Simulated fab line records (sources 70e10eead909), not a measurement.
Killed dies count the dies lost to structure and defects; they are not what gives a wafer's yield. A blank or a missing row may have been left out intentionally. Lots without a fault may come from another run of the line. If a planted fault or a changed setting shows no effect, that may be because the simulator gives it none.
What tool caused it? ; flow nand harc ; 36 wafers from 12 lots sampled at 6 of the route's 1302 steps

== WHAT THE GAUGES SHOWED, per wafer ==
NHARC_P_GATE_CD_MEAS_59: target cd 720 nm. Usual: cd nm 719.8 nm, standard deviation 1.3.
lot;measured;on;cd nm (nm);flag
L379;day 5 23:29;cd sem-03;719.8 719.2 720.3;
L380;day 6 08:50;cd sem-01;719.5 719.1 721.0;
L382;day 7 14:02;cd sem-03;720.3 716.8 720.1;
L383;day 7 16:49;cd sem-01;720.9 720.4 721.3;
L384;day 8 04:25;cd sem-03;720.2 719.9 719.0;
L385;day 8 11:41;cd sem-03;720.9 720.2 719.5;
L386;day 9 03:17;cd sem-01;720.4 718.9 719.0;
L388;day 10 00:04;cd sem-03;720.7 720.4 721.5;
L389;day 10 11:50;cd sem-01;719.8 719.8 720.1;
L391;day 11 00:22;cd sem-02;719.5 719.9 720.0;
L392;day 11 16:14;cd sem-03;780.8 780.3 778.2;OFF
L401;day 15 07:02;cd sem-01;717.4 718.5 718.0;

NHARC_END_SORT_01. Usual: killed at array 46, standard deviation 15; killed at other 0.8, standard deviation 1.1; killed at periphery 4.0, standard deviation 2.9; killed dies 50, standard deviation 15; killed open 3.2, standard deviation 1.8; killed short 2.3, standard deviation 1.6.
lot;measured;on;killed at array;killed at other;killed at periphery;killed dies;killed open;killed short;flag
L392;day 30 17:22;prober-01;68 81;0 0;5 6;73 87;0 3;6 2;

== WHICH TOOL RAN EACH LOT (tool, then ch and the chambers of the sampled wafers, then the start) ==
lot;NHARC_P_GATE_DEP_103;NHARC_P_GATE_ETCH_104;NHARC_P_GATE_EXPOSE_56;NHARC_P_GATE_STRIP_112
L379;pecvd-04 ch 0,1,2, day 5 09:14;rie diel-04 ch 2,3, day 5 10:10;krf scanner-01 ch 0, day 5 23:20;plasma asher-02 ch 0,1, day 6 00:04
L380;pecvd-04 ch 0,1, day 5 16:13;rie diel-07 ch 0,1,3, day 5 17:10;krf scanner-04 ch 0, day 6 08:41;plasma asher-01 ch 0,1, day 6 09:25
L382;pecvd-04 ch 0,1,2, day 6 23:17;rie diel-04 ch 0,2,3, day 7 00:28;krf scanner-01 ch 0, day 7 13:53;plasma asher-02 ch 0,1, day 7 14:38
L383;pecvd-04 ch 0,1, day 7 02:21;rie diel-04 ch 0,3, day 7 03:16;krf scanner-04 ch 0, day 7 16:40;plasma asher-01 ch 0,1, day 7 17:22
L384;pecvd-04 ch 1,2, day 7 14:06;rie diel-04 ch 0,1,2, day 7 15:04;krf scanner-01 ch 0, day 8 04:16;plasma asher-02 ch 0,1, day 8 05:24
L385;pecvd-04 ch 0,1, day 7 21:22;rie diel-07 ch 0,2,3, day 7 22:17;krf scanner-01 ch 0, day 8 11:31;plasma asher-02 ch 0,1, day 8 12:15
L386;pecvd-02 ch 0,2, day 8 13:04;rie diel-07 ch 0,1,3, day 8 13:59;krf scanner-03 ch 0, day 9 03:08;plasma asher-02 ch 0,1, day 9 03:51
L388;pecvd-04 ch 0,2, day 9 09:34;rie diel-07 ch 0,2,3, day 9 10:31;krf scanner-01 ch 0, day 9 23:55;plasma asher-01 ch 0,1, day 10 00:38
L389;pecvd-04 ch 0,2, day 9 21:42;rie diel-09 ch 0,3, day 9 22:30;krf scanner-04 ch 0, day 10 11:41;plasma asher-01 ch 1, day 10 12:24
L391;pecvd-02 ch 0,1,2, day 10 10:07;rie diel-07 ch 0,1,3, day 10 10:51;krf scanner-03 ch 0, day 11 00:13;plasma asher-01 ch 0,1, day 11 01:01
L392;pecvd-04 ch 0,2, day 11 01:19;rie diel-07 ch 0,1,3, day 11 02:16;krf scanner-04 ch 0, day 11 16:05;plasma asher-01 ch 0,1, day 11 17:00
L401;pecvd-04 ch 0,1,2, day 14 16:46;rie diel-09 ch 0,2,3, day 14 17:35;krf scanner-01 ch 0, day 15 06:53;plasma asher-02 ch 0,1, day 15 07:34
- NHARC_P_GATE_DEP_103: deposits SiON, target thk 30 nm.
- NHARC_P_GATE_ETCH_104: etches the open film in CF4/CHF3, target depth 60 nm.
- NHARC_P_GATE_EXPOSE_56: exposes mask P PSD, target cd 720 nm.
- NHARC_P_GATE_STRIP_112: strips in N2/H2, time 200 s.

== WHAT THE TOOLS THEMSELVES READ (means of the sampled wafers that have a number; where no wafer has one, the mark that the record gives instead) ==
NHARC_P_GATE_DEP_103. Usual: heater power w 739 W, standard deviation 110.
lot;tool;heater power w (W);flag
L379;pecvd-04;697;
L380;pecvd-04;786;
L382;pecvd-04;691;
L383;pecvd-04;777;
L384;pecvd-04;678;
L385;pecvd-04;793;
L386;pecvd-02;925;
L388;pecvd-04;757;
L389;pecvd-04;808;
L391;pecvd-02;799;
L392;pecvd-04;746;
L401;pecvd-04;733;

NHARC_P_GATE_ETCH_104. Usual: drypump motor current A 5.5 A, standard deviation 0.32; oes product au 0.953 a.u., standard deviation 0.02; rf vpp V 371.0 V, standard deviation 2.1; showerhead plenum p Torr 1.58 Torr, standard deviation 0.057; throttle valve pct 16.803 %, standard deviation 0.0087.
lot;tool;drypump motor current A (A);oes product au (a.u.);rf vpp V (V);showerhead plenum p Torr (Torr);throttle valve pct (%);flag
L379;rie diel-04;5.5;0.970;372.3;1.61;16.799;
L380;rie diel-07;5.4;0.967;371.0;1.58;16.802;
L382;rie diel-04;5.6;0.930;371.0;1.59;16.804;
L383;rie diel-04;5.7;0.966;370.9;1.58;16.800;
L384;rie diel-04;5.7;0.924;370.9;1.59;16.810;
L385;rie diel-07;5.3;0.963;372.3;1.63;16.802;
L386;rie diel-07;5.4;0.966;371.4;1.58;16.799;
L388;rie diel-07;5.3;0.943;372.1;1.63;16.802;
L389;rie diel-09;5.8;0.953;367.6;1.49;16.802;
L391;rie diel-07;5.4;0.941;370.6;1.58;16.806;
L392;rie diel-07;5.4;0.962;371.0;1.58;16.808;
L401;rie diel-09;5.9;0.966;367.0;1.48;16.809;

NHARC_P_GATE_STRIP_112. Usual: drypump motor current A 5.9 A, standard deviation 0.31; heater power w 90 W, standard deviation 7; rf refl power W 27 W, standard deviation 5.8.
lot;tool;drypump motor current A (A);heater power w (W);rf refl power W (W);flag
L379;plasma asher-02;5.7;84;22;
L380;plasma asher-01;6.1;97;32;
L382;plasma asher-02;5.9;85;24;
L383;plasma asher-01;6.0;98;29;
L384;plasma asher-02;5.7;83;23;
L385;plasma asher-02;5.9;85;24;
L386;plasma asher-02;5.7;83;22;
L388;plasma asher-01;6.0;98;29;
L389;plasma asher-01;6.1;96;36;
L391;plasma asher-01;6.0;100;29;
L392;plasma asher-01;6.0;100;29;
L401;plasma asher-02;5.7;83;23;

== THE ANSWER, worked out from the rows above alone ==
Rule: lot off if the mean of its wafers having a number is beyond 3 standard deviations from the usual mean. Also off: a lot with no number at a reading for which 4 or more lots have one. All remaining lots with rows at the step are treated as sound. Order of review: gauges by route order, followed by the tools' own readings, for which a lot's mean as printed above is used. At the first step where some lot is off, the reading lying furthest off is the one used; lots without a number count as furthest.
Off at NHARC_P_GATE_CD_MEAS_59 (cd nm): L392.
A tool fits if, at a process step before that reading, it ran every lot that is off, and no sound lot after the first of them. Those tools and the gauges at NHARC_P_GATE_CD_MEAS_59 are tried in the same way. Can't be told from this: 3 tools fit, rie diel-07 at NHARC_P_GATE_ETCH_104, krf scanner-04 at NHARC_P_GATE_EXPOSE_56, cd sem-03 at NHARC_P_GATE_CD_MEAS_59.

== WHAT HAD BEEN PUT IN BY THE SIMULATOR ==
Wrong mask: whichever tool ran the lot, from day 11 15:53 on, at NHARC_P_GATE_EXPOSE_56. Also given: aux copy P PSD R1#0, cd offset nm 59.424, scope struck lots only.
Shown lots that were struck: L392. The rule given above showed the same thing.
